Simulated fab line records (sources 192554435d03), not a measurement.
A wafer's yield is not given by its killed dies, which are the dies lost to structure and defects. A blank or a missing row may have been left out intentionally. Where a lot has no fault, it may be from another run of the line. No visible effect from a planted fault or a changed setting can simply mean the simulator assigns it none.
Chamber matching :: flow n5-finfet :: 3 sister chambers for N5_BEOL_M9_ILD_DEP_00 on pecvd-03
The step deposits SiCOH lowk from DEMS/porogen, target thk 308.51 nm, time 58 s. 3 wafers are shown with their chamber, then 10 later ones without.

## EACH WAFER AND ITS CHAMBER
wafer: L079.5
chamber: 2
showerhead-plenum-p-Torr (Torr): 5.718

wafer: L088.3
chamber: 1
showerhead-plenum-p-Torr (Torr): 5.732

wafer: L088.4
chamber: 0
showerhead-plenum-p-Torr (Torr): 5.744

## WAFERS MISSING THEIR CHAMBER
wafer: L088.5
showerhead-plenum-p-Torr (Torr): 5.725

wafer: L087.2
showerhead-plenum-p-Torr (Torr): 5.732

wafer: L087.3
showerhead-plenum-p-Torr (Torr): 5.709

wafer: L087.4
showerhead-plenum-p-Torr (Torr): 5.733

wafer: L091.1
showerhead-plenum-p-Torr (Torr): 5.727

wafer: L091.2
showerhead-plenum-p-Torr (Torr): 5.733

wafer: L091.5
showerhead-plenum-p-Torr (Torr): 5.704

wafer: L097.1
showerhead-plenum-p-Torr (Torr): 5.749

wafer: L097.2
showerhead-plenum-p-Torr (Torr): 5.733

wafer: L097.4
showerhead-plenum-p-Torr (Torr): 5.703

## WHICH CHAMBER EACH WENT THROUGH
wafer: L088.5
from the rows above: can't be placed: 2 or 1 or 0
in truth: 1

wafer: L087.2
from the rows above: can't be placed: 1 or 0 or 2
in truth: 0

wafer: L087.3
from the rows above: can't be placed: 2 or 1
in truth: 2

wafer: L087.4
from the rows above: can't be placed: 1 or 0 or 2
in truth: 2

wafer: L091.1
from the rows above: can't be placed: 1 or 2 or 0
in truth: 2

wafer: L091.2
from the rows above: can't be placed: 1 or 0 or 2
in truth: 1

wafer: L091.5
from the rows above: can't be placed: 2 or 1
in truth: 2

wafer: L097.1
from the rows above: can't be placed: 0 or 1
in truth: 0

wafer: L097.2
from the rows above: can't be placed: 1 or 0 or 2
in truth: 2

wafer: L097.4
from the rows above: can't be placed: 2 or 1
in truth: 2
Placed correctly: 0 of 10. Can't be placed from these rows: 10 (the true chamber is among the candidates in 10). Placed wrongly: 0.
How it was worked out, from the rows above alone: a wafer's distance from a chamber is the root of the sum, over the readings, of the square of ((its reading less the chamber's mean) divided by the reading's scatter). The wafer belongs to the nearest chamber; if the next one is less than 2 further off, it can't be placed. A chamber's mean is the mean of its shown wafers. The scatter: with one shown wafer a chamber, the root of the mean of the squares of how far each hidden wafer lies from its nearest shown one.
